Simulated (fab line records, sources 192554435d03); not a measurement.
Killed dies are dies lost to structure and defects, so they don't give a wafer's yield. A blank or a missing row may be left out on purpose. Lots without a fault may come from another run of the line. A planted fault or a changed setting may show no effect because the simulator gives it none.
Which tool did it? | flow n5_finfet | 12 lots, 36 wafers sampled, at 3 steps of a route of 1938

WHAT THE GAUGES READ, wafer by wafer
N5_BEOL_M7_OVL_MEAS_12.
lot  | measured     | on         | M7_OVL (nm)
L075 | day 9 06:01  | overlay-01 | -0.8 -1.3 -1.9
L076 | day 10 08:05 | overlay-02 | -1.1 -2.3 -1.1
L079 | day 11 00:31 | overlay-02 | -0.6 -0.4 -2.0
L080 | day 11 14:04 | overlay-02 | -1.0 0.6 -0.4
L083 | day 12 01:14 | overlay-01 | 0.3 -0.7 0.4
L086 | day 12 05:57 | overlay-01 | -1.1 -2.7 -2.3
L088 | day 12 17:26 | overlay-02 | -0.7 -0.3 -0.8
L090 | day 13 01:29 | overlay-01 | 0.1 -0.3 -2.2
L091 | day 13 18:58 | overlay-01 | -0.9 -1.4 -2.6
L093 | day 14 04:50 | overlay-02 | -0.9 0.2 -1.0
L095 | day 15 05:39 | overlay-02 | -0.6 -2.3 -0.6
L096 | day 15 09:04 | overlay-02 | -1.4 -1.4 -0.8

WHICH TOOL RAN EACH LOT (tool, then ch and the chambers of the sampled wafers, then the start)
lot  | N5_BEOL_M6_CURE_75            | N5_BEOL_M6_DEP_56
L075 | uv_cure-03 ch 1, day 9 01:19  | pecvd-01 ch 0,1,2, day 9 03:56
L076 | uv_cure-03 ch 2, day 10 01:11 | pecvd-02 ch 0,1,2, day 10 05:13
L079 | uv_cure-03 ch 2, day 10 19:05 | pecvd-03 ch 1,2, day 10 22:53
L080 | uv_cure-01 ch 1, day 11 09:05 | pecvd-03 ch 0,1,2, day 11 12:29
L083 | uv_cure-02 ch 1, day 11 19:00 | pecvd-02 ch 1,2, day 11 22:20
L086 | uv_cure-03 ch 2, day 12 01:35 | pecvd-03 ch 0,2, day 12 04:01
L088 | uv_cure-02 ch 0, day 12 12:40 | pecvd-02 ch 0,1,2, day 12 15:28
L090 | uv_cure-03 ch 2, day 12 22:10 | pecvd-03 ch 0,1, day 13 00:16
L091 | uv_cure-02 ch 2, day 13 14:29 | pecvd-01 ch 0,1, day 13 16:49
L093 | uv_cure-02 ch 2, day 13 23:58 | pecvd-02 ch 0,1,2, day 14 02:47
L095 | uv_cure-02 ch 0, day 14 21:50 | pecvd-02 ch 0,1,2, day 15 03:38
L096 | uv_cure-03 ch 0, day 15 04:47 | pecvd-03 ch 0,1,2, day 15 07:01
- N5_BEOL_M6_CURE_75: cures SiCOH lowk, time 120 s.
- N5_BEOL_M6_DEP_56: deposits SiCN from 3MS/NH3, target thk 10 nm, time 17.5 s.

THE ANSWER, worked out from the rows above alone
Rule: what is usual is taken from the lots themselves. Put in order of their means at a reading, lots are off if they are a third of the lots or fewer, leave a main group of 4 or more, and stand apart from it by a gap of 3 or more times the standard deviation of the main group's means; of several such gaps the widest counts. A main group whose means are all the same, to the digits that the tables above print for the reading, isn't used. A lot without any number at a reading at which 4 lots or more have one is off too. The other lots that the step has rows for count as sound.
No lot is off at any reading shown: from this, nothing can be told.

WHAT THE SIMULATOR HAD PUT IN
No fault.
